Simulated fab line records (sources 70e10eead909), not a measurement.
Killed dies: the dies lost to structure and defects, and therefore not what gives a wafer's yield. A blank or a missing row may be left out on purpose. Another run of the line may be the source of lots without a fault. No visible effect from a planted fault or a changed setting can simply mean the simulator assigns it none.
Chamber matching -- flow nand-harc -- 4 sister chambers for NHARC_P_GATE_DESCUM_31 on rie-diel-13
The step chemistry O2, time 3 s. 14 wafers are shown with their chamber, then 7 later ones without.

== WAFERS WITH THEIR CHAMBER ==
wafer,chamber,showerhead-plenum-p-Torr (Torr),drypump-motor-current-A (A),oes-product-au (a.u.)
L214.2,1,2.02,5.6,1.008
L214.3,0,1.78,5.6,0.992
L214.6,1,2.02,5.5,1.003
L217.1,1,2.02,5.6,1.008
L217.2,2,1.91,5.8,0.984
L217.5,2,1.91,5.8,0.998
L222.1,2,1.90,5.8,1.011
L222.2,1,2.01,5.5,0.998
L222.3,3,1.94,5.9,0.996
L221.1,2,1.91,5.8,1.006
L221.3,1,2.01,5.5,1.012
L221.5,1,2.01,5.5,1.001
L220.2,3,1.94,5.9,0.987
L220.5,0,1.78,5.7,0.989

SIGNATURES (averages over the wafers above)
reading,chamber 0,chamber 1,chamber 2,chamber 3,scatter within a chamber
showerhead-plenum-p-Torr,1.7800,2.0150,1.9075,1.9400,0.00474
drypump-motor-current-A,5.650,5.533,5.800,5.900,0.0428
oes-product-au,0.99050,1.00500,0.99975,0.99150,0.00773
Rule: a wafer lies at a distance from a chamber equal to the root of the sum of squares, over the readings, of (its reading less the chamber's mean, divided by the reading's scatter). If the next closest chamber is less than 2 further off than the closest, the wafer can't be placed; otherwise it belongs to the closest. The scatter: the root of (the sum of the squares of (reading less its chamber's mean) over the shown wafers, divided by (wafers less chambers)).

== WAFERS WITHOUT THEIR CHAMBER ==
wafer,showerhead-plenum-p-Torr (Torr),drypump-motor-current-A (A),oes-product-au (a.u.)
L220.6,1.94,5.9,0.998
L227.1,1.90,5.8,0.997
L227.3,1.90,5.9,0.996
L227.4,2.01,5.6,1.007
L229.1,1.90,5.8,0.991
L229.3,1.90,5.8,0.994
L229.6,1.90,5.8,0.999

== WHICH CHAMBER EACH ONE RAN IN ==
wafer,from the rows above,in truth
L220.6,3,3
L227.1,2,2
L227.3,2,2
L227.4,1,1
L229.1,2,2
L229.3,2,2
L229.6,2,2
Placed correctly: 7 of 7. From these rows, 0 cannot be placed. Number placed wrongly: 0.
